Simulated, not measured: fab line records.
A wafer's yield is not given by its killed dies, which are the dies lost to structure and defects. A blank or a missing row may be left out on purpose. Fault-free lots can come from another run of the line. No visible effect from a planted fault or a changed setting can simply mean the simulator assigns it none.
Which tool was responsible? | flow nand-harc | 38 wafers from 13 lots sampled at 4 of the route's 1302 steps

## WHAT THE GAUGES READ, wafer by wafer
The record lacks any reading of a measuring or inspecting step that a usual standard deviation could be used to judge.

## TOOL THAT RAN EACH LOT (tool first, then ch and the chambers of the sampled wafers, then the start)
lot  | NHARC_A_CHANNEL_HOLE_D1_ETCH_22  | NHARC_A_CHANNEL_FILL_D1_ALD_14   | NHARC_A_CHANNEL_FILL_D1_ETCHBACK_19 | NHARC_A_CHANNEL_FILL_D1_ETCHBACK_08
L185 | har-etch-01 ch 0,1, day 8 15:29  | ald-hk-01 ch 0,1,3, day 9 03:37  | rie-si-04 ch 0,3, day 9 20:26       | rie-diel-12 ch 0,2,3, no start
L184 | har-etch-02 ch 0,1, day 8 15:45  | ald-hk-04 ch 1,2, day 9 03:33    | rie-si-01 ch 0,1,3, day 9 20:27     | rie-diel-02 ch 0,2,3, no start
L186 | har-etch-01 ch 0,1, day 9 16:20  | ald-hk-04 ch 0,1,2, day 10 05:42 | rie-si-05 ch 0,1,2, day 11 00:01    | rie-diel-02 ch 1,3, no start
L187 | har-etch-01 ch 0,1, day 10 03:23 | ald-hk-03 ch 1,2,3, day 10 15:26 | rie-si-05 ch 0,1,2, day 11 08:26    | rie-diel-04 ch 0,1,3, no start
L188 | har-etch-02 ch 0,1, day 10 05:23 | ald-hk-01 ch 1,2,3, day 10 19:31 | rie-si-04 ch 0,1,3, day 11 12:40    | rie-diel-02 ch 0,1,2, no start
L190 | har-etch-01 ch 0, day 11 14:45   | ald-hk-01 ch 0,1, day 12 04:51   | rie-si-05 ch 1,3, day 12 22:11      | rie-diel-04 ch 0,2, no start
L198 | har-etch-01 ch 0,1, day 14 15:43 | ald-hk-03 ch 0,2,3, day 15 04:10 | rie-si-01 ch 0,1,2, day 15 21:14    | rie-diel-02 ch 0,2,3, no start
L199 | har-etch-02 ch 0,1, day 14 21:29 | ald-hk-04 ch 0,2,3, day 15 09:31 | rie-si-01 ch 1,2,3, day 16 02:33    | rie-diel-12 ch 0,1,2, no start
L200 | har-etch-01 ch 0,1, day 15 05:55 | ald-hk-01 ch 0,2, day 15 18:01   | rie-si-04 ch 0,2, day 16 11:05      | rie-diel-02 ch 0,1, no start
L201 | har-etch-02 ch 0,1, day 15 09:59 | ald-hk-01 ch 0,3, day 15 21:46   | rie-si-04 ch 0,1,3, day 16 15:31    | rie-diel-12 ch 1,2, no start
L202 | har-etch-02 ch 0,1, day 16 01:35 | ald-hk-03 ch 0,1,2, day 16 13:35 | rie-si-04 ch 0,2,3, day 17 07:02    | rie-diel-12 ch 2,3, no start
L205 | har-etch-02 ch 1, day 17 10:52   | ald-hk-04 ch 0,1,3, day 17 23:06 | rie-si-01 ch 0,1,3, day 18 16:13    | rie-diel-02 ch 2,3, no start
L207 | har-etch-02 ch 0,1, day 17 23:15 | ald-hk-03 ch 0,1,3, day 18 09:44 | rie-si-04 ch 0,1,3, day 19 02:38    | rie-diel-04 ch 0,1,2, no start
- NHARC_A_CHANNEL_HOLE_D1_ETCH_22: etches the open film in C4F8/O2/Ar, time 666.7 s, target depth 1600 nm.
- NHARC_A_CHANNEL_FILL_D1_ALD_14: deposits SiO2, target thk 2.5 nm, pulse time 10 s, ald cycles 25.
- NHARC_A_CHANNEL_FILL_D1_ETCHBACK_19: etches the open film in HBr/Cl2, target depth 5 nm, time 1.7 s.
- NHARC_A_CHANNEL_FILL_D1_ETCHBACK_08: etches the open film in C4F8, target depth 220 nm, time 110 s.

## AS READ BY THE TOOLS THEMSELVES (means over the sampled wafers that have a number; for cases with no such wafer, the mark the record gives instead)
NHARC_A_CHANNEL_HOLE_D1_ETCH_22.
lot  | tool        | drypump-motor-current-A (A) | mfc-ar-sccm (sccm) | showerhead-plenum-p-Torr (Torr) | throttle-valve-pct (%)
L185 | har-etch-01 | 5.3                         | 375.5              | 3.64                            | 32.156
L184 | har-etch-02 | 6.5                         | 374.8              | 3.50                            | 32.160
L186 | har-etch-01 | 5.3                         | 375.4              | 3.68                            | 32.163
L187 | har-etch-01 | 5.3                         | 373.8              | 3.67                            | 32.154
L188 | har-etch-02 | 6.5                         | 375.6              | 3.49                            | 32.152
L190 | har-etch-01 | 5.4                         | 376.4              | 3.57                            | 32.171
L198 | har-etch-01 | 5.4                         | 375.0              | 3.64                            | 32.155
L199 | har-etch-02 | 6.2                         | 374.8              | 3.72                            | 32.165
L200 | har-etch-01 | 5.3                         | 375.2              | 3.63                            | 32.154
L201 | har-etch-02 | 6.2                         | 374.8              | 3.72                            | 32.144
L202 | har-etch-02 | 6.5                         | 374.3              | 3.81                            | 32.157
L205 | har-etch-02 | 6.8                         | 374.7              | 3.91                            | 32.160
L207 | har-etch-02 | 6.6                         | 376.6              | 3.91                            | 32.150

NHARC_A_CHANNEL_FILL_D1_ALD_14.
lot  | tool      | heater-power-w (W) | precursor-pulse-height-rel
L185 | ald-hk-01 | 474                | 1.002
L184 | ald-hk-04 | 449                | 1.005
L186 | ald-hk-04 | 463                | 1.001
L187 | ald-hk-03 | 435                | 0.997
L188 | ald-hk-01 | 466                | 1.015
L190 | ald-hk-01 | 490                | 1.024
L198 | ald-hk-03 | 434                | 1.006
L199 | ald-hk-04 | 475                | 1.001
L200 | ald-hk-01 | 449                | 0.991
L201 | ald-hk-01 | 460                | 0.990
L202 | ald-hk-03 | 462                | 0.983
L205 | ald-hk-04 | 514                | 0.999
L207 | ald-hk-03 | 441                | 1.001

NHARC_A_CHANNEL_FILL_D1_ETCHBACK_19.
lot  | tool      | drypump-motor-current-A (A) | oes-product-au (a.u.) | throttle-valve-pct (%)
L185 | rie-si-04 | 5.7                         | 0.994                 | 26.409
L184 | rie-si-01 | 5.8                         | 1.008                 | 26.409
L186 | rie-si-05 | 5.5                         | 0.994                 | 26.404
L187 | rie-si-05 | 5.5                         | 0.991                 | 26.406
L188 | rie-si-04 | 5.7                         | 0.993                 | 26.399
L190 | rie-si-05 | 5.7                         | 0.760                 | 26.416
L198 | rie-si-01 | 6.1                         | 0.998                 | 26.403
L199 | rie-si-01 | 5.8                         | 0.995                 | 26.400
L200 | rie-si-04 | 5.3                         | 0.999                 | 26.408
L201 | rie-si-04 | 5.7                         | 0.996                 | 26.405
L202 | rie-si-04 | 5.5                         | 0.993                 | 26.415
L205 | rie-si-01 | 5.8                         | 0.992                 | 26.408
L207 | rie-si-04 | 5.7                         | 1.002                 | 26.404

NHARC_A_CHANNEL_FILL_D1_ETCHBACK_08.
lot  | tool        | oes-product-au (a.u.) | rf-vpp-V (V)
L185 | rie-diel-12 | 0.92                  | 440.1
L184 | rie-diel-02 | 1.00                  | 442.0
L186 | rie-diel-02 | 1.00                  | 441.9
L187 | rie-diel-04 | 0.98                  | 443.1
L188 | rie-diel-02 | 0.99                  | 439.8
L190 | rie-diel-04 | 0.92                  | 440.6
L198 | rie-diel-02 | 0.93                  | 441.2
L199 | rie-diel-12 | 0.93                  | 441.9
L200 | rie-diel-02 | 1.01                  | 440.8
L201 | rie-diel-12 | 0.95                  | 441.0
L202 | rie-diel-12 | 0.94                  | 440.3
L205 | rie-diel-02 | 1.00                  | 439.9
L207 | rie-diel-04 | 1.00                  | 441.5

## THE ANSWER, worked out from the rows above alone
Rule: the usual values come from the lots themselves. The widest of any qualifying gaps counts: lots, ordered by their means at a reading, are off when they make up no more than a third of the lots, leave a main group of 4 or more, and stand apart from it by 3 or more times the standard deviation of that group's means. Not used: any main group whose means are identical at the precision the tables above print for the reading. Also off: a lot with no number at a reading for which 4 or more lots have one. Where the step has rows for the other lots, those lots are counted as sound. Order of review: gauges by route order, followed by the tools' own readings, for which a lot's mean as printed above is used. At the first step where some lot is off, the reading lying furthest off is the one used; lots without a number count as furthest.
Off at NHARC_A_CHANNEL_FILL_D1_ETCHBACK_19 (oes-product-au): L190. Main group: mean 0.996 a.u., sd 0.0047.
If a tool, at that step or one of the process steps before it, ran each lot that is off and ran no sound lot following the first of them, it fits. One candidate fits, namely rie-si-05 at NHARC_A_CHANNEL_FILL_D1_ETCHBACK_19. A fault onset in the window from L187 (day 11 08:26, its last sound lot) to L190 (day 12 22:11, its first lot off) fits.
On the lots that are off, the tool's own readings at NHARC_A_CHANNEL_FILL_D1_ETCHBACK_19 differ by more than 5 times the standard deviation of the sound lots' means, which bears it out; oes-product-au reads 0.760 a.u. there versus 0.996 a.u. on the sound lots.

## WHAT WAS PUT IN BY THE SIMULATOR
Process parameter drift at NHARC_A_CHANNEL_FILL_D1_ETCHBACK_19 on rie-si-05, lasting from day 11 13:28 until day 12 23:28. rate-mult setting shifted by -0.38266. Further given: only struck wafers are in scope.
Lots struck among those shown: L190. The rule above found the same.
